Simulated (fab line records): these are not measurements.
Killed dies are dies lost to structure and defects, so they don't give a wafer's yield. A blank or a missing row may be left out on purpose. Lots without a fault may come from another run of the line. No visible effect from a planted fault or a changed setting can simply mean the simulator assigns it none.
The tool behind it: which one? :: flow nand-harc :: 14 lots, 42 wafers sampled, at 5 steps of a route of 1302

WHAT THE GAUGES READ, wafer by wafer
NHARC_A_CHANNEL_HOLE_D2_CD_MEAS_10: target cd 100 nm. Usual: cd-nm reads 100.2 nm (standard deviation 0.61).
lot: L255
measured: day 13 09:26
on: cd-sem-01
cd-nm (nm): 101.0 100.4 99.4
flag: 

lot: L256
measured: day 13 22:11
on: cd-sem-02
cd-nm (nm): 100.4 100.6 101.0
flag: 

lot: L258
measured: day 14 16:23
on: cd-sem-03
cd-nm (nm): 100.3 101.1 100.9
flag: 

lot: L257
measured: day 14 16:05
on: cd-sem-02
cd-nm (nm): 100.6 100.3 100.6
flag: 

lot: L259
measured: day 15 05:31
on: cd-sem-02
cd-nm (nm): 100.3 100.7 100.6
flag: 

lot: L260
measured: day 15 18:06
on: cd-sem-02
cd-nm (nm): 100.9 100.3 100.5
flag: 

lot: L265
measured: day 17 13:20
on: cd-sem-02
cd-nm (nm): 99.5 100.1 98.8
flag: 

lot: L267
measured: day 17 23:38
on: cd-sem-01
cd-nm (nm): 99.3 100.2 99.8
flag: 

lot: L270
measured: day 20 05:09
on: cd-sem-01
cd-nm (nm): 101.3 101.4 100.7
flag: 

lot: L272
measured: day 21 04:37
on: cd-sem-02
cd-nm (nm): 100.7 101.2 101.7
flag: 

lot: L273
measured: day 21 06:23
on: cd-sem-02
cd-nm (nm): 101.0 99.8 99.8
flag: 

lot: L274
measured: day 21 04:28
on: cd-sem-03
cd-nm (nm): 100.0 99.8 99.7
flag: 

lot: L276
measured: day 22 01:02
on: cd-sem-03
cd-nm (nm): 100.1 99.9 100.2
flag: 

lot: L277
measured: day 22 07:30
on: cd-sem-01
cd-nm (nm): 99.5 99.5 99.6
flag: 

NHARC_END_SORT_01. Usual: killed-at-array 62, standard deviation 15; killed-at-other 0.8, standard deviation 1; killed-at-periphery 3.7, standard deviation 2.6; killed-dies 66, standard deviation 15; killed-open 3.1, standard deviation 1.8; killed-short 2.6, standard deviation 1.7.
lot: L265
measured: day 29 11:07
on: prober-01
killed-at-array: 117 112 114
killed-at-other: 0 0 0
killed-at-periphery: 2 3 1
killed-dies: 119 115 115
killed-open: 1 0 1
killed-short: 3 3 2
flag: OFF

lot: L267
measured: day 29 03:23
on: prober-02
killed-at-array: 131 145 151
killed-at-other: 0 0 0
killed-at-periphery: 10 4 5
killed-dies: 141 149 156
killed-open: 5 2 1
killed-short: 1 1 2
flag: OFF

WHAT TOOL EACH LOT RAN ON (gives the tool, then ch and the chambers of the sampled wafers, and finally the start)
lot: L255
NHARC_A_ONON_D2_DEP_03: pecvd-onon-03 ch 0, day 12 17:22
NHARC_A_ONON_D2_DEP_33: pecvd-01 ch 0,1,2, day 13 05:38
NHARC_A_CHANNEL_HOLE_D2_DEP_01: pecvd-02 ch 0,1,2, day 13 08:51

lot: L256
NHARC_A_ONON_D2_DEP_03: pecvd-onon-03 ch 0, day 13 07:19
NHARC_A_ONON_D2_DEP_33: pecvd-04 ch 0,1,2, day 13 19:04
NHARC_A_CHANNEL_HOLE_D2_DEP_01: pecvd-03 ch 0,1,2, day 13 21:33

lot: L258
NHARC_A_ONON_D2_DEP_03: pecvd-onon-02 ch 0, day 14 00:59
NHARC_A_ONON_D2_DEP_33: pecvd-04 ch 1,2, day 14 13:01
NHARC_A_CHANNEL_HOLE_D2_DEP_01: pecvd-04 ch 1,2, day 14 15:38

lot: L257
NHARC_A_ONON_D2_DEP_03: pecvd-onon-03 ch 0, day 14 01:01
NHARC_A_ONON_D2_DEP_33: pecvd-01 ch 0,1,2, day 14 13:00
NHARC_A_CHANNEL_HOLE_D2_DEP_01: pecvd-02 ch 0,1, day 14 15:29

lot: L259
NHARC_A_ONON_D2_DEP_03: pecvd-onon-03 ch 0, day 14 10:55
NHARC_A_ONON_D2_DEP_33: pecvd-03 ch 0,1, day 15 00:46
NHARC_A_CHANNEL_HOLE_D2_DEP_01: pecvd-04 ch 0,1,2, day 15 04:52

lot: L260
NHARC_A_ONON_D2_DEP_03: pecvd-onon-02 ch 0, day 14 23:23
NHARC_A_ONON_D2_DEP_33: pecvd-03 ch 0,1,2, day 15 11:40
NHARC_A_CHANNEL_HOLE_D2_DEP_01: pecvd-04 ch 0,1,2, day 15 17:35

lot: L265
NHARC_A_ONON_D2_DEP_03: pecvd-onon-01 ch 0, day 16 19:36
NHARC_A_ONON_D2_DEP_33: pecvd-03 ch 1,2, day 17 07:26
NHARC_A_CHANNEL_HOLE_D2_DEP_01: pecvd-04 ch 0,1, day 17 12:44

lot: L267
NHARC_A_ONON_D2_DEP_03: pecvd-onon-01 ch 0, day 17 08:26
NHARC_A_ONON_D2_DEP_33: pecvd-04 ch 0,1,2, day 17 17:40
NHARC_A_CHANNEL_HOLE_D2_DEP_01: pecvd-03 ch 0,1,2, day 17 23:04

lot: L270
NHARC_A_ONON_D2_DEP_03: pecvd-onon-02 ch 0, day 19 09:22
NHARC_A_ONON_D2_DEP_33: pecvd-04 ch 0,1,2, day 19 22:16
NHARC_A_CHANNEL_HOLE_D2_DEP_01: pecvd-02 ch 0,1, day 20 04:33

lot: L272
NHARC_A_ONON_D2_DEP_03: pecvd-onon-01 ch 0, day 20 10:06
NHARC_A_ONON_D2_DEP_33: pecvd-04 ch 0,2, day 20 22:03
NHARC_A_CHANNEL_HOLE_D2_DEP_01: pecvd-03 ch 1,2, day 21 03:56

lot: L273
NHARC_A_ONON_D2_DEP_03: pecvd-onon-03 ch 0, day 20 10:20
NHARC_A_ONON_D2_DEP_33: pecvd-03 ch 1,2, day 20 22:07
NHARC_A_CHANNEL_HOLE_D2_DEP_01: pecvd-04 ch 1,2, day 21 05:41

lot: L274
NHARC_A_ONON_D2_DEP_03: pecvd-onon-02 ch 0, day 20 10:22
NHARC_A_ONON_D2_DEP_33: pecvd-01 ch 0,1,2, day 20 22:08
NHARC_A_CHANNEL_HOLE_D2_DEP_01: pecvd-02 ch 1,2, day 21 03:45

lot: L276
NHARC_A_ONON_D2_DEP_03: pecvd-onon-01 ch 0, day 21 05:17
NHARC_A_ONON_D2_DEP_33: pecvd-04 ch 0,1,2, day 21 19:29
NHARC_A_CHANNEL_HOLE_D2_DEP_01: pecvd-04 ch 0,1, day 22 00:28

lot: L277
NHARC_A_ONON_D2_DEP_03: pecvd-onon-03 ch 0, day 21 15:26
NHARC_A_ONON_D2_DEP_33: pecvd-03 ch 1,2, day 22 04:14
NHARC_A_CHANNEL_HOLE_D2_DEP_01: pecvd-04 ch 1,2, day 22 06:47
- NHARC_A_ONON_D2_DEP_03: target thk 1000 nm.
- NHARC_A_ONON_D2_DEP_33: deposits SiO2, target thk 200 nm.
- NHARC_A_CHANNEL_HOLE_D2_DEP_01: deposits SiON, target thk 140 nm.

AS READ BY THE TOOLS THEMSELVES (means over the sampled wafers that have a number; for cases with no such wafer, the mark the record gives instead)
NHARC_A_ONON_D2_DEP_03. Usual: n2-flow-sccm reads 2748 sccm (standard deviation 8.6).
lot: L255
tool: pecvd-onon-03
n2-flow-sccm (sccm): 2761
flag: 

lot: L256
tool: pecvd-onon-03
n2-flow-sccm (sccm): 2751
flag: 

lot: L258
tool: pecvd-onon-02
n2-flow-sccm (sccm): 2752
flag: 

lot: L257
tool: pecvd-onon-03
n2-flow-sccm (sccm): 2749
flag: 

lot: L259
tool: pecvd-onon-03
n2-flow-sccm (sccm): 2738
flag: 

lot: L260
tool: pecvd-onon-02
n2-flow-sccm (sccm): 2757
flag: 

lot: L265
tool: pecvd-onon-01
n2-flow-sccm (sccm): 2748
flag: 

lot: L267
tool: pecvd-onon-01
n2-flow-sccm (sccm): 2754
flag: 

lot: L270
tool: pecvd-onon-02
n2-flow-sccm (sccm): 2746
flag: 

lot: L272
tool: pecvd-onon-01
n2-flow-sccm (sccm): 2757
flag: 

lot: L273
tool: pecvd-onon-03
n2-flow-sccm (sccm): 2759
flag: 

lot: L274
tool: pecvd-onon-02
n2-flow-sccm (sccm): 2752
flag: 

lot: L276
tool: pecvd-onon-01
n2-flow-sccm (sccm): 2743
flag: 

lot: L277
tool: pecvd-onon-03
n2-flow-sccm (sccm): 2743
flag: 

NHARC_A_ONON_D2_DEP_33. Usual: heater-power-w 544 W, standard deviation 120; throttle-valve-pct 16.2 %, standard deviation 0.41.
lot: L255
tool: pecvd-01
heater-power-w (W): 526
throttle-valve-pct (%): 16.1
flag: 

lot: L256
tool: pecvd-04
heater-power-w (W): 607
throttle-valve-pct (%): 16.1
flag: 

lot: L258
tool: pecvd-04
heater-power-w (W): 639
throttle-valve-pct (%): 16.6
flag: 

lot: L257
tool: pecvd-01
heater-power-w (W): 582
throttle-valve-pct (%): 16.2
flag: 

lot: L259
tool: pecvd-03
heater-power-w (W): 432
throttle-valve-pct (%): 16.2
flag: 

lot: L260
tool: pecvd-03
heater-power-w (W): 536
throttle-valve-pct (%): 16.3
flag: 

lot: L265
tool: pecvd-03
heater-power-w (W): 572
throttle-valve-pct (%): 16.3
flag: 

lot: L267
tool: pecvd-04
heater-power-w (W): 586
throttle-valve-pct (%): 16.3
flag: 

lot: L270
tool: pecvd-04
heater-power-w (W): 621
throttle-valve-pct (%): 16.3
flag: 

lot: L272
tool: pecvd-04
heater-power-w (W): 563
throttle-valve-pct (%): 16.1
flag: 

lot: L273
tool: pecvd-03
heater-power-w (W): 577
throttle-valve-pct (%): 16.3
flag: 

lot: L274
tool: pecvd-01
heater-power-w (W): 562
throttle-valve-pct (%): 16.4
flag: 

lot: L276
tool: pecvd-04
heater-power-w (W): 601
throttle-valve-pct (%): 16.1
flag: 

lot: L277
tool: pecvd-03
heater-power-w (W): 526
throttle-valve-pct (%): 16.4
flag: 

NHARC_A_CHANNEL_HOLE_D2_DEP_01. Usual: heater-power-w reads 742 W (standard deviation 98).
lot: L255
tool: pecvd-02
heater-power-w (W): 736
flag: 

lot: L256
tool: pecvd-03
heater-power-w (W): 727
flag: 

lot: L258
tool: pecvd-04
heater-power-w (W): 808
flag: 

lot: L257
tool: pecvd-02
heater-power-w (W): 714
flag: 

lot: L259
tool: pecvd-04
heater-power-w (W): 790
flag: 

lot: L260
tool: pecvd-04
heater-power-w (W): 785
flag: 

lot: L265
tool: pecvd-04
heater-power-w (W): 793
flag: 

lot: L267
tool: pecvd-03
heater-power-w (W): 730
flag: 

lot: L270
tool: pecvd-02
heater-power-w (W): 651
flag: 

lot: L272
tool: pecvd-03
heater-power-w (W): 830
flag: 

lot: L273
tool: pecvd-04
heater-power-w (W): 741
flag: 

lot: L274
tool: pecvd-02
heater-power-w (W): 773
flag: 

lot: L276
tool: pecvd-04
heater-power-w (W): 763
flag: 

lot: L277
tool: pecvd-04
heater-power-w (W): 773
flag: 

THE ANSWER, worked out from the rows above alone
Rule: take the mean of a lot's wafers that have a number; if it is more than 3 standard deviations from the usual mean, the lot is off. A lot without any number at a reading at which 4 lots or more have one is off too. Any other lot the step has rows for is counted as sound. The gauges are gone through in route order, then the tools' own readings, and for those a lot's mean is taken as printed above. The first step at which some lot is off is used, and at that step the reading that is off furthest; a lot without a number counts as furthest.
Off: L265, L267 (NHARC_END_SORT_01, killed-dies). Neither off nor sound, because the step has no rows for them: L255, L256, L258, L257, L259, L260, L270, L272, L273, L274, L276, L277.
If a tool, at a process step before that reading, ran all the lots that are off and no sound lot after the first of them, it fits. Gauges at NHARC_END_SORT_01: tried the same way as those tools. One fits: NHARC_A_ONON_D2_DEP_03 on pecvd-onon-01. It ran no sound lot before its first lot that is off in this sample, so the start can't be narrowed down.

WHAT THE SIMULATOR HAD PUT IN
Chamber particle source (pecvd-onon-01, NHARC_A_ONON_D2_DEP_03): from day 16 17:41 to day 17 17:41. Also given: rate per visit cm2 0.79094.
Shown lots that were struck: L265, L267. Same finding as the rule above.
